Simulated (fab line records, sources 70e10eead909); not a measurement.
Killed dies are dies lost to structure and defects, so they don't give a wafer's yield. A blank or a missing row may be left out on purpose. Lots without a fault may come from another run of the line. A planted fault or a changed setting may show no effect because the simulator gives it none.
fab line records | flow nand_harc
record lots=13 wafers=39 last_day=34
route steps=1302 shown A_M0@1161 A_M1@1174 END@1302
lots that met no fault: from a run of the same line without faults
start_h: hours from the record's first day to the start of the lot's first wafer shown | wait_h: hours since the lot's step before | " the same as in the row above | L1.1+2: a row that stands for several wafers | - no value, or no start given | * or withheld: withheld | < > ~ a bound
route shown NAME@n: a module of which the file shows steps, and the number in the route of the first | usual: mean/standard deviation of fault-free wafers | same: alike in all rows | chamber/n: place in a boat | sites: the reading at each site | _std_site: their standard deviation | _edge_site: outer sites' mean less inner sites' | radius_mm: how far each site lies from the wafer's centre | mask NAME#n: copy n | behind: the tool/chamber that last shaped the wafer | hold: why the lot was held/for how many hours/how that ended | device: the transistor (n, p or np) that didn't switch | end of line: the same wafers' tests at the end of the route | a step without rows: its recipe alone | killed: dies lost to structure and defects at the first sort, not the wafer's yield | map: a wafer's dies, x killed, . not, _ none there
set.NAME: the setting as run; set.NAME@STEP: as run at that earlier step | model.NAME: the simulator's own value behind a step, which no gauge read
steps of the route over a sample of lots; a table a step, a row a wafer
services: from which hour (start_h, from the record's first day; less than 0 if before it) a tool's chamber was out of use, for how many hours, and why
## steps
# step NHARC_A_M0_ANNEAL_30
# recipe temp_c=225 time_s=90
# usual anneal_temp_c=225.03/0.19 wafer_temp_C_max=226.22/0.29
# columns lot.wafer tool chamber start_h wait_h anneal_temp_c wafer_temp_C_max
L166.3 rtp_anneal-01 0 519.86 - 224.80 226.06
L166.5 " 0 " " 224.84 226.58
L166.6 " 0 " " 225.37 226.12
L167.2 rtp_anneal-01 0 535.60 0.3 225.08 226.40
L167.4 " 0 " " 225.23 225.99
L167.5 " 0 " " 225.07 226.00
L169.1 rtp_anneal-02 0 553.66 - 224.86 226.37
L169.4 " 0 " " 225.07 225.66
L169.5 " 0 " " 225.01 225.98
L170.2 rtp_anneal-01 0 570.62 0.4 224.98 226.53
L170.3 " 0 " " 224.85 226.26
L170.4 " 0 " " 224.97 226.53
L175.3 rtp_anneal-02 0 624.52 - 225.16 226.28
L175.4 " 0 " " 225.24 226.17
L175.6 " 0 " " 225.14 226.37
L176.1 rtp_anneal-01 0 634.04 - 224.88 226.18
L176.2 " 0 " " 224.81 226.11
L176.6 " 0 " " 224.61 226.25
L181.1 rtp_anneal-01 0 666.19 - 224.88 226.33
L181.3 " 0 " " 225.27 226.05
L181.6 " 0 " " 225.29 226.76
L184.2 rtp_anneal-01 0 699.55 - 225.07 226.37
L184.3 " 0 " " 225.00 225.80
L184.5 " 0 " " 225.26 226.41
L185.2 rtp_anneal-02 0 719.97 - 225.09 225.74
L185.4 " 0 " " 225.62 225.98
L185.5 " 0 " " 225.56 226.11
L186.2 rtp_anneal-01 0 721.22 - 225.01 226.11
L186.3 " 0 " " 224.94 226.15
L186.5 " 0 " " 224.87 225.85
L188.1 rtp_anneal-01 0 732.69 0.3 225.05 225.52
L188.3 " 0 " " 225.13 226.27
L188.4 " 0 " " 224.97 226.14
L187.3 rtp_anneal-02 0 733.02 0.3 225.10 226.17
L187.4 " 0 " " 224.87 226.21
L187.6 " 0 " " 225.00 226.58
L189.1 rtp_anneal-01 0 783.94 0.4 224.66 226.39
L189.4 " 0 " " 224.94 225.92
L189.5 " 0 " " 224.90 226.81
# step NHARC_A_M0_THK_MEAS_24
# recipe thk_meas_gauge=xrf
# usual thk_nm=113.9/1.7
# columns lot.wafer tool chamber start_h wait_h thk_nm
L166.3 film_metro-02 - 520.43 - 112.3
L166.5 " - " " 114.1
L166.6 " - " " 111.6
L167.2 film_metro-01 - 536.21 - 110.6
L167.4 " - " " 111.8
L167.5 " - " " 112.1
L169.1 film_metro-01 - 554.32 - 114.5
L169.4 " - " " 115.4
L169.5 " - " " 112.8
L170.2 film_metro-01 - 571.23 - 112.6
L170.3 " - " " 113.8
L170.4 " - " " 111.9
L175.3 film_metro-02 - 625.08 - 114.1
L175.4 " - " " 113.6
L175.6 " - " " 112.7
L176.1 film_metro-02 - 634.70 - 114.7
L176.2 " - " " 112.7
L176.6 " - " " 112.9
L181.1 film_metro-02 - 666.85 - 113.7
L181.3 " - " " 113.9
L181.6 " - " " 112.6
L184.2 film_metro-02 - 700.18 - 116.8
L184.3 " - " " 113.0
L184.5 " - " " 115.9
L185.2 film_metro-02 - 720.57 - 116.7
L185.4 " - " " 116.8
L185.5 " - " " 115.8
L186.2 film_metro-01 - 721.83 - 116.3
L186.3 " - " " 117.4
L186.5 " - " " 114.9
L188.1 film_metro-01 - 733.35 - 113.0
L188.3 " - " " 111.7
L188.4 " - " " 115.1
L187.3 film_metro-01 - 733.57 - 113.3
L187.4 " - " " 113.1
L187.6 " - " " 112.1
L189.1 film_metro-01 - 784.60 - 112.9
L189.4 " - " " 117.1
L189.5 " - " " 112.9
# step NHARC_A_M0_DEP_32
# recipe target_thk_a=300 temp_c=370 target_thk_nm=30 pressure_torr=3 flow_sccm=200 rf_w=450 material=SiCN
# usual chamber_pressure_Torr=3.001/0.0069 heater_power_w=616/83
# columns lot.wafer tool chamber start_h wait_h chamber_pressure_Torr heater_power_w since_wet_clean_h
L166.3 pecvd-04 1 520.78 0.1 3.003 648 57
L166.6 " 0 " " 3.003 633 -
L166.5 " 1 " " 2.995 650 -
L167.2 pecvd-04 1 536.51 0.1 2.999 730 73
L167.5 " 1 " " 2.999 734 -
L167.4 " 2 " " 2.997 704 -
L169.1 pecvd-02 1 554.67 0.1 3.011 519 131
L169.5 " 1 " " 3.011 527 -
L169.4 " 2 " " 2.998 604 -
L170.3 pecvd-04 0 571.53 0.1 3.003 647 108
L170.2 " 2 " " 2.997 722 108
L170.4 " 0 " " 3.012 625 -
L175.3 pecvd-01 0 625.80 0.4 2.993 725 -
L175.4 " 0 " " 3.005 735 -
L175.6 " 0 " " 3.007 761 -
L176.1 pecvd-01 0 635.04 0.1 2.995 623 130
L176.2 " 2 " " 3.009 475 130
L176.6 " 0 " " 2.994 632 -
L181.3 pecvd-01 0 667.20 0.1 2.997 743 162
L181.1 " 1 " " 3.009 573 162
L181.6 " 1 " " 3.003 555 -
L184.2 pecvd-04 2 700.48 0.1 2.995 653 56
L184.3 " 0 " " 3.006 666 56
L184.5 " 0 " " 3.007 649 -
L185.2 pecvd-02 2 720.99 0.1 2.998 512 116
L185.5 " 1 " " 3.003 590 -
L185.4 " 2 " " 3.004 494 -
L186.2 pecvd-02 2 722.17 0.1 3.003 539 118
L186.3 " 0 " " 3.008 638 118
L186.5 " 0 " " 3.006 662 -
L188.3 pecvd-04 0 733.66 0.1 3.000 657 89
L188.1 " 2 " " 3.002 683 89
L188.4 " 0 " " 2.991 662 -
L187.3 pecvd-02 2 733.87 0.1 2.998 480 129
L187.4 " 0 " " 2.993 707 -
L187.6 " 1 " " 3.001 618 -
L189.1 pecvd-01 0 784.99 0.1 2.993 583 99
L189.4 " 1 " " 2.995 577 -
L189.5 " 2 " " 3.009 554 -
# step NHARC_A_M1_SOFTBAKE_04
# recipe temp_c=105 time_s=55
# usual heater_power_total_W=188.45/0.14
# columns lot.wafer tool chamber start_h wait_h heater_power_total_W
L166.3 litho_track-01 0 521 - 188.37
L166.5 " 0 " " 188.59
L166.6 " 0 " " 188.33
L167.2 litho_track-04 0 537 - 188.33
L167.4 " 0 " " 188.71
L167.5 " 0 " " 188.39
L169.1 litho_track-06 0 555 - 188.71
L169.4 " 0 " " 188.49
L169.5 " 0 " " 188.22
L170.2 litho_track-06 0 572 - 188.34
L170.3 " 0 " " 188.35
L170.4 " 0 " " 188.28
L175.3 litho_track-06 0 626 - 200.03
L175.4 " 0 " " 200.01
L175.6 " 0 " " 200.28
L176.1 litho_track-06 0 636 - 200.37
L176.2 " 0 " " 200.03
L176.6 " 0 " " 200.11
L181.1 litho_track-01 0 667 - 188.38
L181.3 " 0 " " 188.39
L181.6 " 0 " " 188.81
L184.2 litho_track-01 0 701 - 188.24
L184.3 " 0 " " 188.39
L184.5 " 0 " " 188.48
L185.2 litho_track-04 0 721 - 188.71
L185.4 " 0 " " 188.53
L185.5 " 0 " " 188.32
L186.2 litho_track-06 0 722 - 188.29
L186.3 " 0 " " 188.51
L186.5 " 0 " " 188.43
L188.1 litho_track-06 0 734 - 188.54
L188.3 " 0 " " 188.39
L188.4 " 0 " " 188.60
L187.3 litho_track-01 0 734 - 188.30
L187.4 " 0 " " 188.60
L187.6 " 0 " " 188.31
L189.1 litho_track-06 0 785 - 188.30
L189.4 " 0 " " 188.41
L189.5 " 0 " " 188.28
# step NHARC_END_SORT_01
# recipe temp_c=25
# usual defect_limited_yield=90.9/2.4 killed_at_array=56/17 killed_at_other=1.2/1.4 killed_at_periphery=4/3.2 killed_dies=61/16 killed_open=3.6/2.1 killed_short=2.7/1.8
# same gross_dies=677
# columns lot.wafer tool chamber start_h wait_h defect_limited_yield[%] killed_at_array killed_at_other killed_at_periphery killed_dies killed_open killed_short
L166.3 prober-01 0 561.11 3.1 92.8 41 0 8 49 3 2
L166.5 prober-01 0 562.69 3.7 93.6 40 0 3 43 3 0
L166.6 prober-01 0 563.48 4.0 93.2 40 0 6 46 5 5
L167.2 prober-01 0 571.61 2.8 92.3 49 0 3 52 7 4
L167.4 prober-01 0 573.21 3.4 94.8 34 1 0 35 2 4
L167.5 prober-01 0 574.01 3.7 93.1 44 1 2 47 4 2
L169.1 prober-02 0 593.92 2.5 90.7 58 2 3 63 2 5
L169.4 prober-02 0 596.32 3.4 92.5 45 2 4 51 2 2
L169.5 prober-02 0 597.12 3.7 92.9 40 4 4 48 4 3
L170.2 prober-01 0 611.85 2.8 90.5 60 0 4 64 3 2
L170.3 prober-01 0 612.63 3.1 89.1 71 0 3 74 6 1
L170.4 prober-01 0 613.41 3.3 88.8 74 0 2 76 4 5
L175.3 prober-01 0 663.86 3.1 94.1 36 1 3 40 2 4
L175.4 prober-01 0 664.67 3.4 91.7 49 0 7 56 3 2
L175.6 prober-01 0 666.29 4.1 93.9 37 1 3 41 1 1
L176.1 prober-02 0 675.06 2.5 92.9 45 0 3 48 4 1
L176.2 prober-02 0 675.87 2.8 91.9 49 1 5 55 5 2
L176.6 prober-02 0 679.11 4.1 93.1 42 0 5 47 2 2
L181.1 prober-01 0 714.32 2.5 92.5 46 2 3 51 1 3
L181.3 prober-01 0 715.93 3.1 91.1 57 2 1 60 4 2
L181.6 prober-01 0 718.33 4.0 92.6 48 0 2 50 7 1
L184.2 prober-01 0 739.22 2.8 87.9 74 0 8 82 3 4
L184.3 prober-01 0 740.03 3.1 86.7 87 0 3 90 2 1
L184.5 prober-01 0 741.63 3.7 87.0 74 0 14 88 0 4
L186.2 prober-01 0 764.03 2.8 86.7 87 2 1 90 2 1
L186.3 prober-01 0 764.83 3.1 87.3 82 3 1 86 2 2
L186.5 prober-01 0 766.43 3.7 87.0 85 0 3 88 3 2
L185.2 prober-02 0 765.76 2.8 93.2 43 0 3 46 6 3
L185.4 prober-02 0 767.35 3.4 95.3 28 0 4 32 2 0
L185.5 prober-02 0 768.14 3.7 95.9 27 0 1 28 1 0
L188.1 prober-01 0 771.03 2.5 87.7 69 3 11 83 12 4
L188.3 prober-01 0 772.63 3.1 90.4 55 2 8 65 2 4
L188.4 prober-01 0 773.43 3.4 90.5 55 1 8 64 2 3
L187.3 prober-02 0 774.29 3.1 90.0 56 3 9 68 7 3
L187.4 prober-02 0 775.07 3.3 93.8 36 2 4 42 3 2
L187.6 prober-02 0 776.63 3.9 91.6 45 6 6 57 4 4
L189.1 prober-02 0 821.86 2.5 90.0 46 6 16 68 3 2
L189.4 prober-02 0 824.26 3.4 92.6 40 1 9 50 3 2
L189.5 prober-02 0 825.06 3.7 89.4 60 2 10 72 4 3
# killed by level:class
L166.3 A_SLIT:chamber_film_flake=23 P_ZERO_WELL:chamber_film_flake=6 A_CHANNEL_HOLE_D2:chamber_film_flake=4 A_CHANNEL_FILL_D1:chamber_film_flake=3 P_BONDPAD:chamber_film_flake=2 A_CHANNEL_HOLE_D1:chamber_film_flake=2 A_STAIRCASE:chamber_film_flake=2 A_CHANNEL_HOLE_D1:geometric_particle:short=1
L166.5 A_SLIT:chamber_film_flake=19 A_CHANNEL_HOLE_D2:chamber_film_flake=9 P_ZERO_WELL:chamber_film_flake=3 A_CHANNEL_FILL_D1:chamber_film_flake=2 A_CHANNEL_FILL_D2:chamber_film_flake=2 A_STAIRCASE:chamber_film_flake=2 A_WL_FILL:geometric_particle:open=1 A_CONTACT:geometric_particle:open=1
L166.6 A_SLIT:chamber_film_flake=19 A_CHANNEL_HOLE_D2:chamber_film_flake=8 P_CONTACT:geometric_particle:open=2 A_ONON_D1:geometric_particle:short=2 A_M0:geometric_particle:short=2 P_ZERO_WELL:chamber_film_flake=2 A_STAIRCASE:chamber_film_flake=2 A_CONTACT:chamber_film_flake=2
L167.2 A_CHANNEL_HOLE_D2:chamber_film_flake=31 A_CONTACT:chamber_film_flake=3 A_STAIRCASE:chamber_film_flake=2 A_ONON_D1:geometric_particle:open=2 A_CHANNEL_FILL_D1:geometric_particle:open=2 A_CHANNEL_HOLE_D1:chamber_film_flake=2 A_BONDPAD:chamber_film_flake=2 P_GATE:geometric_particle:open=1
L167.4 A_CHANNEL_HOLE_D2:chamber_film_flake=23 A_SOURCE_PLATE:geometric_particle:short=2 A_CHANNEL_HOLE_D1:chamber_film_flake=2 A_STAIRCASE:chamber_film_flake=2 A_CONTACT:chamber_film_flake=2 A_ONON_D1:geometric_particle:open=1 A_CHANNEL_FILL_D2:geometric_particle:open=1 A_STAIRCASE:geometric_particle:short=1
L167.5 A_CHANNEL_HOLE_D2:chamber_film_flake=30 A_CHANNEL_HOLE_D1:chamber_film_flake=4 A_CONTACT:chamber_film_flake=4 A_ONON_D2:geometric_particle:open=2 A_ONON_D1:geometric_particle:short=1 A_CHANNEL_FILL_D2:geometric_particle:short=1 A_M1:geometric_particle:open=1 STARTING-WAFER:geometric_particle:open=1
L169.1 A_CHANNEL_HOLE_D1:chamber_film_flake=37 A_CHANNEL_HOLE_D2:chamber_film_flake=13 A_DECK1_JOINT:geometric_particle:short=2 P_STI:chamber_film_flake=2 THIN_TSV:chamber_film_flake=2 P_CONTACT:geometric_particle:short=1 A_ONON_D1:geometric_particle:short=1 A_ONON_D2:geometric_particle:short=1
L169.4 A_CHANNEL_HOLE_D1:chamber_film_flake=34 A_CHANNEL_HOLE_D2:chamber_film_flake=3 P_STI:chamber_film_flake=2 THIN_TSV:chamber_film_flake=2 P_CONTACT:geometric_particle:open=1 A_SOURCE_PLATE:geometric_particle:open=1 A_CHANNEL_FILL_D1:geometric_particle:short=1 A_BLC:geometric_particle:short=1
L169.5 A_CHANNEL_HOLE_D1:chamber_film_flake=23 A_CHANNEL_HOLE_D2:chamber_film_flake=8 THIN_TSV:chamber_film_flake=4 A_STAIRCASE:chamber_film_flake=3 P_CONTACT:geometric_particle:short=2 A_ONON_D2:geometric_particle:open=2 P_M0:geometric_particle:open=1 A_SOURCE_PLATE:geometric_particle:short=1
L170.2 A_SLIT:chamber_film_flake=26 A_CHANNEL_HOLE_D2:chamber_film_flake=19 A_CONTACT:chamber_film_flake=5 A_ZERO_WELL:chamber_film_flake=3 A_CHANNEL_FILL_D1:chamber_film_flake=2 P_STI:geometric_particle:short=1 P_CONTACT:geometric_particle:open=1 P_M0:geometric_particle:open=1
L170.3 A_SLIT:chamber_film_flake=28 A_CHANNEL_HOLE_D2:chamber_film_flake=26 A_CONTACT:chamber_film_flake=6 A_CHANNEL_FILL_D1:geometric_particle:open=3 P_GATE:chamber_film_flake=3 A_ZERO_WELL:chamber_film_flake=2 A_ONON_D2:geometric_particle:open=1 A_CHANNEL_FILL_D2:geometric_particle:open=1
L170.4 A_CHANNEL_HOLE_D2:chamber_film_flake=29 A_SLIT:chamber_film_flake=26 A_CHANNEL_FILL_D2:chamber_film_flake=3 A_DECK1_JOINT:geometric_particle:short=2 A_CHANNEL_FILL_D2:geometric_particle:short=2 A_M0:geometric_particle:open=2 P_GATE:chamber_film_flake=2 A_STAIRCASE:chamber_film_flake=2
L175.3 A_CHANNEL_HOLE_D2:chamber_film_flake=14 A_CHANNEL_HOLE_D1:chamber_film_flake=7 A_CONTACT:chamber_film_flake=4 A_STAIRCASE:chamber_film_flake=2 A_SLIT:chamber_film_flake=2 P_M0:geometric_particle:open=1 A_ONON_D1:geometric_particle:short=1 A_CHANNEL_FILL_D1:geometric_particle:short=1
L175.4 A_CHANNEL_HOLE_D2:chamber_film_flake=23 A_CHANNEL_HOLE_D1:chamber_film_flake=7 A_STAIRCASE:chamber_film_flake=6 A_M0:chamber_film_flake=4 A_CHANNEL_HOLE_D1:geometric_particle:open=3 P_BONDPAD:chamber_film_flake=3 A_CONTACT:chamber_film_flake=3 A_SLIT:chamber_film_flake=2
L175.6 A_CHANNEL_HOLE_D2:chamber_film_flake=18 A_CHANNEL_HOLE_D1:chamber_film_flake=9 A_CONTACT:chamber_film_flake=3 A_STAIRCASE:chamber_film_flake=2 P_M1:chamber_film_flake=2 A_CHANNEL_FILL_D2:chamber_film_flake=2 A_ONON_D2:geometric_particle:open=1 A_CONTACT:geometric_particle:short=1
L176.1 A_SLIT:chamber_film_flake=35 A_STAIRCASE:chamber_film_flake=2 P_GATE:geometric_particle:open=1 A_CHANNEL_HOLE_D2:geometric_particle:short=1 A_CHANNEL_FILL_D2:geometric_particle:open=1 A_STAIRCASE:geometric_particle:open=1 A_SGD_CUT:geometric_particle:open=1 P_ZERO_WELL:chamber_film_flake=1
L176.2 A_SLIT:chamber_film_flake=31 A_CHANNEL_HOLE_D1:chamber_film_flake=6 A_STAIRCASE:chamber_film_flake=4 A_M0:geometric_particle:open=2 A_CHANNEL_HOLE_D2:chamber_film_flake=2 P_CONTACT:geometric_particle:open=1 P_M0:geometric_particle:short=1 P_M1:geometric_particle:open=1
L176.6 A_SLIT:chamber_film_flake=30 A_CHANNEL_HOLE_D1:chamber_film_flake=3 A_SGD_CUT:geometric_particle:short=2 P_ZERO_WELL:chamber_film_flake=2 P_BONDPAD:chamber_film_flake=2 P_GATE:geometric_particle:open=1 A_DECK1_JOINT:geometric_particle:open=1 A_CHANNEL_FILL_D1:chamber_film_flake=1
L181.1 A_SLIT:chamber_film_flake=27 A_CHANNEL_HOLE_D1:chamber_film_flake=8 A_CONTACT:chamber_film_flake=4 P_GATE:chamber_film_flake=2 A_SGD_CUT:chamber_film_flake=2 P_M0:geometric_particle:short=1 A_DECK1_JOINT:geometric_particle:short=1 A_CHANNEL_FILL_D2:geometric_particle:open=1
L181.3 A_SLIT:chamber_film_flake=31 A_CONTACT:chamber_film_flake=9 A_CHANNEL_HOLE_D1:chamber_film_flake=6 A_CHANNEL_FILL_D1:geometric_particle:open=2 A_BLC:geometric_particle:open=2 A_CHANNEL_HOLE_D2:chamber_film_flake=2 THIN_TSV:chamber_film_flake=2 A_DECK1_JOINT:geometric_particle:short=1
L181.6 A_SLIT:chamber_film_flake=26 A_CHANNEL_HOLE_D1:chamber_film_flake=8 A_CONTACT:chamber_film_flake=6 P_M1:geometric_particle:open=2 A_ONON_D1:geometric_particle:open=1 A_CHANNEL_FILL_D1:geometric_particle:open=1 A_ONON_D2:geometric_particle:open=1 A_ONON_D2:geometric_particle:short=1
L184.2 A_SLIT:chamber_film_flake=39 A_CHANNEL_HOLE_D1:chamber_film_flake=24 A_BONDPAD:chamber_film_flake=4 P_ZERO_WELL:chamber_film_flake=3 P_BONDPAD:chamber_film_flake=2 P_STI:geometric_particle:short=1 P_M0:geometric_particle:short=1 P_M1:geometric_particle:open=1
L184.3 A_SLIT:chamber_film_flake=37 A_CHANNEL_HOLE_D1:chamber_film_flake=32 A_STAIRCASE:chamber_film_flake=6 A_CONTACT:chamber_film_flake=3 A_BONDPAD:chamber_film_flake=3 A_ONON_D2:geometric_particle:open=2 P_ZERO_WELL:chamber_film_flake=2 A_DECK1_JOINT:chamber_film_flake=2
L184.5 A_CHANNEL_HOLE_D1:chamber_film_flake=35 A_SLIT:chamber_film_flake=29 P_ZERO_WELL:chamber_film_flake=5 P_BONDPAD:chamber_film_flake=5 A_STAIRCASE:chamber_film_flake=3 A_WL_FILL:chamber_film_flake=3 P_CONTACT:geometric_particle:short=2 A_CONTACT:chamber_film_flake=2
L186.2 A_SLIT:chamber_film_flake=36 A_CHANNEL_HOLE_D2:chamber_film_flake=22 A_CHANNEL_HOLE_D1:chamber_film_flake=11 A_CONTACT:chamber_film_flake=7 A_CHANNEL_FILL_D1:chamber_film_flake=3 HYBRID_BOND:chamber_film_flake=2 A_STAIRCASE:chamber_film_flake=2 A_M1:chamber_film_flake=2
L186.3 A_CHANNEL_HOLE_D2:chamber_film_flake=29 A_SLIT:chamber_film_flake=25 A_CHANNEL_HOLE_D1:chamber_film_flake=13 A_CONTACT:chamber_film_flake=4 A_M1:chamber_film_flake=3 A_CHANNEL_FILL_D1:chamber_film_flake=2 A_WL_FILL:chamber_film_flake=2 HYBRID_BOND:chamber_film_flake=2
L185.2 A_CHANNEL_HOLE_D1:chamber_film_flake=23 A_SLIT:chamber_film_flake=6 A_CHANNEL_FILL_D2:chamber_film_flake=3 A_CHANNEL_FILL_D2:geometric_particle:open=2 A_STAIRCASE:chamber_film_flake=2 P_CONTACT:geometric_particle:open=1 P_M2:geometric_particle:open=1 A_SOURCE_PLATE:geometric_particle:open=1
L186.5 A_SLIT:chamber_film_flake=26 A_CHANNEL_HOLE_D2:chamber_film_flake=21 A_CHANNEL_HOLE_D1:chamber_film_flake=12 A_CONTACT:chamber_film_flake=10 A_WL_FILL:chamber_film_flake=5 A_CHANNEL_FILL_D1:chamber_film_flake=4 A_DECK1_JOINT:chamber_film_flake=2 A_STAIRCASE:chamber_film_flake=2
L185.4 A_CHANNEL_HOLE_D1:chamber_film_flake=13 A_SLIT:chamber_film_flake=7 A_CHANNEL_FILL_D2:chamber_film_flake=4 P_STI:chamber_film_flake=3 A_CONTACT:chamber_film_flake=2 P_GATE:geometric_particle:open=1 A_CHANNEL_FILL_D2:geometric_particle:open=1 A_ZERO_WELL:chamber_film_flake=1
L185.5 A_CHANNEL_HOLE_D1:chamber_film_flake=12 A_SLIT:chamber_film_flake=5 A_CHANNEL_FILL_D2:chamber_film_flake=4 A_STAIRCASE:chamber_film_flake=2 A_CONTACT:chamber_film_flake=2 A_ONON_D2:geometric_particle:open=1 P_STI:chamber_film_flake=1 A_CHANNEL_HOLE_D2:chamber_film_flake=1
L188.1 A_SLIT:chamber_film_flake=31 A_CHANNEL_HOLE_D1:chamber_film_flake=16 A_CONTACT:chamber_film_flake=5 P_GATE:chamber_film_flake=4 A_CHANNEL_FILL_D2:chamber_film_flake=4 A_ONON_D1:geometric_particle:open=3 THIN_TSV:chamber_film_flake=3 A_CHANNEL_FILL_D1:geometric_particle:open=2
L188.3 A_SLIT:chamber_film_flake=25 A_CHANNEL_HOLE_D1:chamber_film_flake=10 A_CHANNEL_FILL_D2:chamber_film_flake=6 A_CONTACT:chamber_film_flake=5 P_STI:chamber_film_flake=4 P_GATE:chamber_film_flake=4 A_CHANNEL_FILL_D2:geometric_particle:short=2 A_CHANNEL_HOLE_D2:chamber_film_flake=2
L188.4 A_SLIT:chamber_film_flake=27 A_CHANNEL_HOLE_D1:chamber_film_flake=17 P_STI:chamber_film_flake=4 P_GATE:chamber_film_flake=3 A_CHANNEL_FILL_D2:chamber_film_flake=3 A_CHANNEL_FILL_D1:geometric_particle:short=2 A_DECK1_JOINT:geometric_particle:short=1 A_WL_FILL:geometric_particle:open=1
L187.3 A_CHANNEL_HOLE_D2:chamber_film_flake=35 A_CONTACT:chamber_film_flake=6 A_SLIT:chamber_film_flake=4 P_CONTACT:geometric_particle:open=3 THIN_TSV:chamber_film_flake=2 A_CHANNEL_FILL_D2:geometric_particle:open=2 P_ZERO_WELL:chamber_film_flake=2 P_GATE:chamber_film_flake=2
L187.4 A_CHANNEL_HOLE_D2:chamber_film_flake=24 A_SLIT:chamber_film_flake=4 A_CHANNEL_FILL_D1:chamber_film_flake=2 THIN_TSV:chamber_film_flake=2 P_GATE:geometric_particle:open=1 P_CONTACT:geometric_particle:short=1 A_ONON_D1:geometric_particle:open=1 A_CHANNEL_FILL_D1:geometric_particle:open=1
L187.6 A_CHANNEL_HOLE_D2:chamber_film_flake=26 A_CONTACT:chamber_film_flake=6 THIN_TSV:chamber_film_flake=6 P_CONTACT:geometric_particle:open=3 P_GATE:chamber_film_flake=2 A_CHANNEL_HOLE_D1:unspecified=2 A_STAIRCASE:chamber_film_flake=2 A_SLIT:chamber_film_flake=2
L189.1 A_SLIT:chamber_film_flake=34 P_CONTACT:chamber_film_flake=10 A_STAIRCASE:chamber_film_flake=5 THIN_TSV:chamber_film_flake=5 A_M0:chamber_film_flake=3 P_BONDPAD:chamber_film_flake=2 P_M0:geometric_particle:open=1 A_ONON_D1:geometric_particle:short=1
L189.4 A_SLIT:chamber_film_flake=27 P_CONTACT:chamber_film_flake=5 A_STAIRCASE:chamber_film_flake=4 A_CONTACT:chamber_film_flake=4 P_M1:geometric_particle:open=2 P_M1:geometric_particle:short=1 A_CHANNEL_FILL_D2:geometric_particle:open=1 A_CHANNEL_FILL_D2:geometric_particle:short=1
L189.5 A_SLIT:chamber_film_flake=37 A_STAIRCASE:chamber_film_flake=5 A_CONTACT:chamber_film_flake=5 P_GATE:chamber_film_flake=3 A_CHANNEL_FILL_D2:geometric_particle:short=2 P_STI:chamber_film_flake=2 P_CONTACT:chamber_film_flake=2 P_BONDPAD:chamber_film_flake=2
## services
# columns tool chamber start_h hours kind
litho_track-01 - 505.00 7.0 pm
pecvd-04 - 515.48 1.3 repair
litho_track-06 - 529.00 7.0 pm
litho_track-04 - 553.00 7.0 pm
pecvd-02 - 591.66 13.0 pm
pecvd-01 2 620.33 6.5 repair
pecvd-01 1 622.92 13.7 repair
pecvd-04 1 623.38 7.6 repair
pecvd-04 - 631.59 13.0 pm
pecvd-04 0 631.59 13.0 vent_cycle
pecvd-04 1 631.59 13.0 vent_cycle
pecvd-04 2 631.59 13.0 vent_cycle
pecvd-01 2 638.57 6.4 repair
pecvd-04 0 644.59 - clean
pecvd-04 1 644.59 - clean
pecvd-01 - 673.27 13.0 pm
litho_track-01 - 680.00 7.0 pm
litho_track-06 - 704.00 7.0 pm
litho_track-04 - 728.00 7.0 pm
pecvd-01 0 741.50 16.6 repair
rtp_anneal-02 - 744.02 12.0 pm
pecvd-02 - 748.07 1.1 repair
pecvd-02 - 772.66 13.0 pm
pecvd-04 - 782.32 0.2 repair
## key
first_sign step=NHARC_A_M1_SOFTBAKE_04 reading=heater_power_total_W direction=up sigmas=82 usual=* struck=*
effect none on later readings
met_at NHARC_A_M1_SOFTBAKE_04
struck_lots L175,L176
not_acting_at NHARC_A_M0_ANNEAL_30,NHARC_A_M0_THK_MEAS_24,NHARC_A_M0_DEP_32
onset_between 572 626
fault kind=process_parameter_drift tool=litho_track-06 chamber=- onset_h=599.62 steps=NHARC_A_M1_SOFTBAKE_04 channel=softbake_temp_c offset=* shape=step end_h=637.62 acts_in=* stated=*
